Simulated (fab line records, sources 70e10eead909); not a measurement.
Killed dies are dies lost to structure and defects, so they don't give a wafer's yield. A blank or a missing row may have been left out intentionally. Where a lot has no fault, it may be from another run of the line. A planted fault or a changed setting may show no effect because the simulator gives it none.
fab line records	flow nand-harc
[record] lots = 13	wafers = 39	last-day = 24
route steps=1159 shown P_ZERO_WELL@26 P_GATE@149
lots that met no fault: taken from a fault-free run of the same line
start-h: hours from the record's first day to the start of the lot's first wafer shown	wait-h: hours elapsed since this lot's preceding step	" repeats the value in the row above	L1.1+2: several wafers, shown together as one row	- value missing, or start not given	* or withheld: withheld	< > ~ a bound
route shown NAME@n: names a module that has steps shown in the file, with the first one's number in the route	usual: mean and standard deviation over wafers with no fault	same: alike in all rows	chamber/n: place in a boat	sites: readings site by site	_std_site: standard deviation across them	_edge_site: the outer-site mean with the inner-site mean subtracted	radius-mm: for every site, how far away it sits from the centre of the wafer	mask NAME#n: copy n	behind: the tool/chamber that last shaped the wafer	hold: why the lot went on hold/how many hours it stayed there/how the hold came to an end	device: whichever transistor did not switch (one of n, p or np)	end of line: tests of these same wafers at the route's end	a step given without rows: its recipe and nothing more	killed: count of dies lost to structure and defects at first sort (not the wafer's yield)	map: shows each die of a wafer: x if killed, . if not, _ if none is there
set.NAME: setting as actually run; set.NAME@STEP: the setting as run at that earlier step	model.NAME: the simulator's own value behind a step, which no gauge read
the route's steps for a sample of lots (tables are steps, rows are wafers)
services: from which hour (start-h, from the record's first day; less than 0 if before it) a tool's chamber was out of use, for how many hours, and why
[[steps]]
[step NHARC_P_ZERO_WELL_EXPOSE_21]
[recipe] na = 0.6	target-cd-nm = 720	dose-mj = 22.31	mask-id = P_NWELL
lot.wafer	tool	chamber	start-h	wait-h	mask
L847.1+2+6	krf-scanner-01	0	14.31	-	P_NWELL#0
L848.1+2+6	krf-scanner-04	0	20.29	-	P_NWELL#0
L852.3+5+6	krf-scanner-03	0	44.45	-	P_NWELL#0
L859.1+2+4	krf-scanner-03	0	86.44	-	P_NWELL#0
L860.1+3+5	krf-scanner-03	0	92.33	-	P_NWELL#0
L861.2+4+6	krf-scanner-01	0	98.55	-	P_NWELL#0
L862.4+5+6	krf-scanner-04	0	104.31	-	P_NWELL#0
L863.2+4+6	krf-scanner-01	0	110.31	-	P_NWELL#0
L864.1+3+6	krf-scanner-01	0	116.30	-	P_NWELL#0
L865.1+3+5	krf-scanner-04	0	122.47	-	P_NWELL#0
L866.1+2+3	krf-scanner-01	0	128.54	-	P_NWELL#0
L868.3+5+6	krf-scanner-01	0	140.45	-	P_NWELL#0
L870.1+2+6	krf-scanner-04	0	152.31	-	P_NWELL#0
[step NHARC_P_ZERO_WELL_CD_MEAS_24]
[recipe] target-cd-nm = 720	landing-energy-ev = 500
[usual] cd-nm = 718.7/1.8
[same] landing-energy-ev = 500
lot.wafer	tool	chamber	start-h	wait-h	cd-nm
L847.1	cd-sem-03	0	14.46	-	719.3
L847.2	"	0	"	"	719.4
L847.6	"	0	"	"	718.3
L848.1	cd-sem-02	0	20.45	-	717.5
L848.2	"	0	"	"	720.2
L848.6	"	0	"	"	718.0
L852.3	cd-sem-03	0	44.60	-	721.6
L852.5	"	0	"	"	719.9
L852.6	"	0	"	"	721.4
L859.1	cd-sem-01	0	86.60	-	751.6
L859.2	"	0	"	"	751.4
L859.4	"	0	"	"	720.0
L860.1	cd-sem-03	0	92.49	-	752.0
L860.3	"	0	"	"	719.2
L860.5	"	0	"	"	716.5
L861.2	cd-sem-01	0	98.70	-	717.1
L861.4	"	0	"	"	718.7
L861.6	"	0	"	"	719.0
L862.4	cd-sem-01	0	104.46	-	716.0
L862.5	"	0	"	"	720.5
L862.6	"	0	"	"	717.6
L863.2	cd-sem-02	0	110.47	-	719.8
L863.4	"	0	"	"	717.6
L863.6	"	0	"	"	718.8
L864.1	cd-sem-01	0	116.46	-	720.8
L864.3	"	0	"	"	715.9
L864.6	"	0	"	"	717.7
L865.1	cd-sem-01	0	122.63	-	717.9
L865.3	"	0	"	"	718.2
L865.5	"	0	"	"	716.3
L866.1	cd-sem-03	0	128.70	-	720.0
L866.2	"	0	"	"	716.8
L866.3	"	0	"	"	720.2
L868.3	cd-sem-02	0	140.60	-	722.9
L868.5	"	0	"	"	721.9
L868.6	"	0	"	"	722.3
L870.1	cd-sem-02	0	152.47	-	715.9
L870.2	"	0	"	"	717.0
L870.6	"	0	"	"	715.6
[step NHARC_P_ZERO_WELL_RTA_42]
[recipe] temp-c = 1100	time-s = 300
[usual] lamp-power-pct = 34.2/1.8	lamp_zone_3_pct = 34.2/1.8	lamp_zone_7_pct = 34.5/1.8	wafer_temp_C_max = 1104.6/1
lot.wafer	tool	chamber	start-h	wait-h	lamp-power-pct	lamp_zone_3_pct	lamp_zone_7_pct	wafer_temp_C_max
L847.1	rtp-anneal-02	0	23.93	-	36.1	36.2	36.5	1103.7
L847.2	"	0	"	"	36.3	36.2	36.5	1104.5
L847.6	"	0	"	"	36.2	36.2	36.6	1105.0
L848.1	rtp-anneal-02	0	24.62	-	36.2	36.3	36.6	1102.9
L848.2	"	0	"	"	36.3	36.2	36.6	1104.4
L848.6	"	0	"	"	36.2	36.2	36.5	1106.4
L852.3	rtp-anneal-02	0	49.14	-	36.1	36.2	36.5	1103.3
L852.5	"	0	"	"	36.2	36.2	36.5	1103.5
L852.6	"	0	"	"	36.2	36.2	36.5	1104.4
L859.1	rtp-anneal-02	0	90.89	-	36.2	36.2	36.5	1104.9
L859.2	"	0	"	"	36.2	36.2	36.5	1103.4
L859.4	"	0	"	"	36.2	36.2	36.6	1105.9
L860.1	rtp-anneal-01	0	96.98	-	32.6	32.6	32.8	1104.1
L860.3	"	0	"	"	32.6	32.5	32.9	1104.8
L860.5	"	0	"	"	32.6	32.6	32.8	1105.4
L861.2	rtp-anneal-02	0	103.22	-	36.2	36.2	36.6	1103.0
L861.4	"	0	"	"	36.2	36.2	36.6	1104.1
L861.6	"	0	"	"	36.2	36.2	36.6	1103.3
L862.4	rtp-anneal-01	0	109.09	-	32.6	32.7	32.8	1103.6
L862.5	"	0	"	"	32.6	32.6	32.9	1106.2
L862.6	"	0	"	"	32.6	32.6	32.9	1105.2
L863.2	rtp-anneal-02	0	114.76	-	36.3	36.2	36.5	1105.6
L863.4	"	0	"	"	36.2	36.2	36.6	1105.4
L863.6	"	0	"	"	36.3	36.3	36.5	1104.6
L864.1	rtp-anneal-01	0	120.87	-	32.7	32.6	32.9	1104.5
L864.3	"	0	"	"	32.6	32.6	32.9	1106.4
L864.6	"	0	"	"	32.6	32.5	32.8	1107.4
L865.1	rtp-anneal-01	0	126.96	-	32.5	32.5	32.9	1104.4
L865.3	"	0	"	"	32.5	32.5	32.9	1104.5
L865.5	"	0	"	"	32.5	32.6	32.8	1104.9
L866.1	rtp-anneal-02	0	133.20	-	36.2	36.3	36.5	1105.0
L866.2	"	0	"	"	36.2	36.2	36.5	1105.2
L866.3	"	0	"	"	36.2	36.2	36.6	1105.5
L868.3	rtp-anneal-01	0	145.10	-	32.5	32.5	32.8	1103.9
L868.5	"	0	"	"	32.6	32.5	32.8	1104.9
L868.6	"	0	"	"	32.6	32.6	32.9	1105.7
L870.1	rtp-anneal-01	0	157.01	-	32.5	32.6	32.9	1104.9
L870.2	"	0	"	"	32.6	32.6	32.8	1105.5
L870.6	"	0	"	"	32.6	32.6	32.8	1104.4
[step NHARC_P_GATE_ETCH_32]
[recipe] target-depth-a = 1500	over-etch-frac = 1	over-etch-ion-energy-ev = 40	time-s = 100.1	hbr-flow-sccm = 150	cl2-flow-sccm = 50	rf-w = 400	icp-w = 400	bias-w = 100	chemistry = HBr/Cl2
[usual] drypump-motor-current-A = 5.9/0.49	oes-product-au = 1.004/0.01	throttle-valve-pct = 26.406/0.0089
lot.wafer	tool	chamber	start-h	wait-h	drypump-motor-current-A	oes-product-au	rf-hours-counter-h	throttle-valve-pct
L847.2	rie-si-01	3	92.41	-	5.9	1.001	1.3	26.394
L847.1	"	2	"	"	5.9	1.008	1.1	26.400
L847.6	"	0	"	"	4.9	1.004	-	26.413
L848.1	rie-si-06	3	92.56	-	5.9	1.004	0.6	26.422
L848.2	"	0	"	"	5.3	0.994	0.6	26.402
L848.6	"	3	"	"	5.9	1.018	-	26.399
L852.3	rie-si-03	3	123.78	-	6.5	1.007	1.4	26.419
L852.5	"	0	"	"	6.3	1.015	-	26.411
L852.6	"	1	"	"	5.2	1.008	-	26.421
L859.2	rie-si-03	2	165.67	-	5.9	0.997	0.0	26.400
L859.4	"	3	"	"	6.5	1.003	0.0	26.424
L859.1	"	1	"	"	5.2	0.996	0.0	26.408
L861.2	rie-si-01	2	165.93	-	5.9	1.002	0.3	26.411
L861.4	"	0	"	"	5.0	1.000	-	26.413
L861.6	"	3	"	"	5.9	0.978	-	26.429
L860.3	rie-si-01	0	170.43	-	4.9	1.005	0.4	26.394
L860.1	"	3	"	"	5.9	0.999	0.4	26.410
L860.5	"	2	"	"	5.9	1.008	-	26.411
L862.4	rie-si-03	3	181.64	-	6.5	1.005	0.2	26.410
L862.5	"	1	"	"	5.2	0.986	-	26.413
L862.6	"	2	"	"	5.9	1.009	-	26.408
L864.3	rie-si-03	2	187.74	-	5.9	0.995	0.3	26.407
L864.1	"	3	"	"	6.5	0.993	0.2	26.405
L864.6	"	3	"	"	6.5	0.998	-	26.409
L863.4	rie-si-03	2	188.37	-	5.9	1.004	0.4	26.412
L863.2	"	0	"	"	6.2	0.991	0.2	26.414
L863.6	"	3	"	"	6.5	0.993	-	26.419
L865.1	rie-si-06	0	198.52	-	5.3	1.003	0.1	26.404
L865.3	"	1	"	"	6.4	1.009	0.1	26.413
L865.5	"	1	"	"	6.4	1.002	-	26.411
L866.1	rie-si-03	0	199.19	-	6.2	1.010	0.3	26.401
L866.3	"	1	"	"	5.2	1.005	0.3	26.418
L866.2	"	2	"	"	5.9	1.002	0.5	26.421
L868.3	rie-si-01	0	210.43	-	5.0	0.995	0.7	26.413
L868.6	"	3	"	"	5.9	0.990	-	26.423
L868.5	"	0	"	"	5.0	1.000	-	26.414
L870.2	rie-si-06	3	226.95	-	5.9	1.001	0.3	26.411
L870.1	"	1	"	"	6.4	1.007	0.4	26.405
L870.6	"	3	"	"	5.9	1.007	-	26.397
[step NHARC_P_GATE_CD_MEAS_33]
[usual] cd-nm = 119.6/2.2
lot.wafer	tool	chamber	start-h	wait-h	cd-nm
L847.1	cd-sem-03	-	92.74	-	119.7
L847.2	"	-	"	"	119.6
L847.6	"	-	"	"	121.6
L848.1	cd-sem-01	-	92.89	-	116.5
L848.2	"	-	"	"	117.2
L848.6	"	-	"	"	120.3
L852.3	cd-sem-03	-	124.07	-	118.6
L852.5	"	-	"	"	119.1
L852.6	"	-	"	"	119.8
L859.1	cd-sem-02	-	166.00	-	120.0
L859.2	"	-	"	"	121.2
L859.4	"	-	"	"	118.4
L861.2	cd-sem-03	-	166.29	-	120.0
L861.4	"	-	"	"	123.2
L861.6	"	-	"	"	117.9
L860.1	cd-sem-03	-	170.84	-	119.9
L860.3	"	-	"	"	119.6
L860.5	"	-	"	"	117.8
L862.4	cd-sem-01	-	181.96	-	119.8
L862.5	"	-	"	"	117.9
L862.6	"	-	"	"	121.5
L864.1	cd-sem-03	-	188.07	-	117.1
L864.3	"	-	"	"	119.0
L864.6	"	-	"	"	119.7
L863.2	cd-sem-03	-	188.70	-	116.3
L863.4	"	-	"	"	119.2
L863.6	"	-	"	"	118.9
L865.1	cd-sem-03	-	198.85	-	120.6
L865.3	"	-	"	"	120.1
L865.5	"	-	"	"	123.0
L866.1	cd-sem-03	-	199.53	-	117.3
L866.2	"	-	"	"	120.8
L866.3	"	-	"	"	122.7
L868.3	cd-sem-02	-	210.76	-	118.9
L868.5	"	-	"	"	119.3
L868.6	"	-	"	"	116.4
L870.1	cd-sem-03	-	227.27	-	117.9
L870.2	"	-	"	"	117.0
L870.6	"	-	"	"	116.2
[[services]]
tool	chamber	start-h	hours	kind
krf-scanner-03	-	-4.00	4.0	pm
rie-si-01	-	0.54	0.1	repair
krf-scanner-03	-	2.93	4.1	repair
rie-si-06	-	6.00	9.0	pm
rie-si-03	1	6.55	2.1	repair
krf-scanner-01	0	10.81	-	calibration
rie-si-03	1	11.01	2.3	repair
rie-si-06	3	20.91	6.8	repair
rie-si-06	0	29.32	3.4	repair
rie-si-06	1	37.98	8.3	repair
krf-scanner-03	-	54.66	0.3	repair
krf-scanner-04	-	68.83	20.4	repair
krf-scanner-01	-	84.00	4.0	pm
krf-scanner-01	-	120.26	1.2	repair
rie-si-01	3	123.95	8.5	repair
krf-scanner-04	-	126.02	4.0	pm
rie-si-01	-	127.00	9.0	pm
rie-si-03	-	136.18	0.6	repair
krf-scanner-04	-	141.38	0.7	repair
rie-si-01	-	145.02	0.2	repair
rie-si-03	-	155.00	9.0	pm
rie-si-01	1	157.61	21.6	repair
krf-scanner-03	-	168.00	4.0	pm
rie-si-06	-	183.00	9.0	pm
[[key]]
[first-sign] step = NHARC_P_ZERO_WELL_CD_MEAS_24	reading = cd-nm	direction = up	sigmas = 19	usual = 718.7	struck = 751.7
effect none on later readings
met-at NHARC_P_ZERO_WELL_EXPOSE_21
struck-lots L859,L860
struck-wafers L859.1,L859.2,L860.1
tester-left-out L859,L860
not-acting-at NHARC_P_ZERO_WELL_RTA_42,NHARC_P_GATE_ETCH_32,NHARC_P_GATE_CD_MEAS_33
onset-between 44.45 86.44
[fault] kind = process-parameter-drift	tool = krf-scanner-03	chamber = -	onset-h = 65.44	steps = NHARC_P_ZERO_WELL_EXPOSE_21	channel = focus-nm	offset = 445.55	shape = step	end-h = 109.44	scope = struck-wafers-only
// tester-left-out: of these lots the tester's yield and bins aren't shown, on N5 and GAA mostly nor the transistor test; their killed dies are dies lost to structure and defects alone, not to doping, threshold or leakage, so they don't give the yield
